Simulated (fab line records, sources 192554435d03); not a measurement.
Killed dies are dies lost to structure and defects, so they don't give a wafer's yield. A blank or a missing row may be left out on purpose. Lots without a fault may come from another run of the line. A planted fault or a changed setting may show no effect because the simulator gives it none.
Split-lot experiment | flow n5_finfet | 7 lots, 21 wafers read, on a route of 1938 steps

THE SPLIT
At N5_MIM_TOP_SPUTTER_03 (material TiN, target thk 35 nm, time 89.7 s), the setting time_s was moved away from the recipe's 89.7 s on 6 of the 21 wafers read, by +3.8% to +14.3%. The other wafers ran this setting at the recipe's value.

The reading is taken at the split's own step.

THE READING
TiN_of_MIM_TOP_SPUTTER_03.thk_nm (the simulator's own value, which no gauge read), in nm, at N5_MIM_TOP_SPUTTER_03 (material TiN, target thk 35 nm, time 89.7 s). The file gives no usual value for it. The 15 wafers here that ran the recipe average 35.1 nm, standard deviation 0.42 nm.

wafer  | tool, chamber at the split | time_s as run, s | against the recipe | TiN_of_MIM_TOP_SPUTTER_03.thk_nm, nm | against lot-mates on the recipe
L075.3 | pvd_sputter-01, -          | 89.7             | recipe             | 34.6                                 | -
L075.4 | pvd_sputter-01, -          | 89.7             | recipe             | 35.2                                 | -
L075.6 | pvd_sputter-01, -          | 99.27            | +10.7%             | 38.6                                 | +3.7
L078.3 | pvd_sputter-03, -          | 89.7             | recipe             | 34.2                                 | -
L078.4 | pvd_sputter-03, -          | 89.7             | recipe             | 34.8                                 | -
L078.6 | pvd_sputter-03, -          | 89.7             | recipe             | 35                                   | -
L079.3 | pvd_sputter-03, -          | 89.7             | recipe             | 35                                   | -
L079.4 | pvd_sputter-03, -          | 102.2            | +13.9%             | 39.6                                 | +4.6
L079.6 | pvd_sputter-03, -          | 102.2            | +13.9%             | 39.8                                 | +4.8
L080.1 | pvd_sputter-02, -          | 89.7             | recipe             | 35.2                                 | -
L080.2 | pvd_sputter-02, -          | 102.5            | +14.3%             | 40                                   | +4.8
L080.4 | pvd_sputter-02, -          | 102.5            | +14.3%             | 40                                   | +4.8
L086.2 | pvd_sputter-02, -          | 89.7             | recipe             | 35.4                                 | -
L086.3 | pvd_sputter-02, -          | 89.7             | recipe             | 35.4                                 | -
L086.5 | pvd_sputter-02, -          | 89.7             | recipe             | 35.4                                 | -
L090.1 | pvd_sputter-03, -          | 89.7             | recipe             | 34.6                                 | -
L090.4 | pvd_sputter-03, -          | 89.7             | recipe             | 34.8                                 | -
L090.6 | pvd_sputter-03, -          | 89.7             | recipe             | 34.8                                 | -
L093.1 | pvd_sputter-02, -          | 89.7             | recipe             | 35.8                                 | -
L093.2 | pvd_sputter-02, -          | 93.15            | +3.8%              | 36.8                                 | +1.1
L093.6 | pvd_sputter-02, -          | 89.7             | recipe             | 35.6                                 | -

THE FIT
A straight line over all 21 wafers: TiN_of_MIM_TOP_SPUTTER_03.thk_nm changes by +0.34 nm for each +1% of time_s; r = +0.98; the points scatter about the line by 0.39 nm.
The same after taking each lot's own level away (the mean of its wafers on the recipe; 21 wafers): +0.338 nm for each +1%; r = +1.00; scatter 0.18 nm.
On that fit, the largest move of time_s shifts the reading by 4.8 nm.
The lots' own levels span 34.67 to 35.70 nm, that is 2.5 times the standard deviation above.
So the lot-to-lot level changes the slope little: the two slopes agree.
Check: with one of the wafers moved furthest among these (+14.3%) left out of the fit, the line predicts +4.82 nm for it against its lot-mates. It came out at +4.8 nm against them.

OTHER SPLITS ON THESE WAFERS
These wafers also went through other splits before the reading. Each is held against what the fit with the lots' levels taken away leaves over:
other split on the same wafers | wafers away from the commonest value | r with TiN_of_MIM_TOP_SPUTTER_03.thk_nm (lot level and that fit taken away)
N5_BEOL_M13_ETCH_59 time_s     | 5                                    | -0.04
N5_BEOL_M14_ETCH_68 time_s     | 8                                    | +0.04
N5_BEOL_M14_SPUTTER_43 time_s  | 11                                   | +0.16

THE FILE'S OWN FIT
TiN_of_MIM_TOP_SPUTTER_03.thk_nm changes by +0.338 nm for each +1% of time_s, r = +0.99.
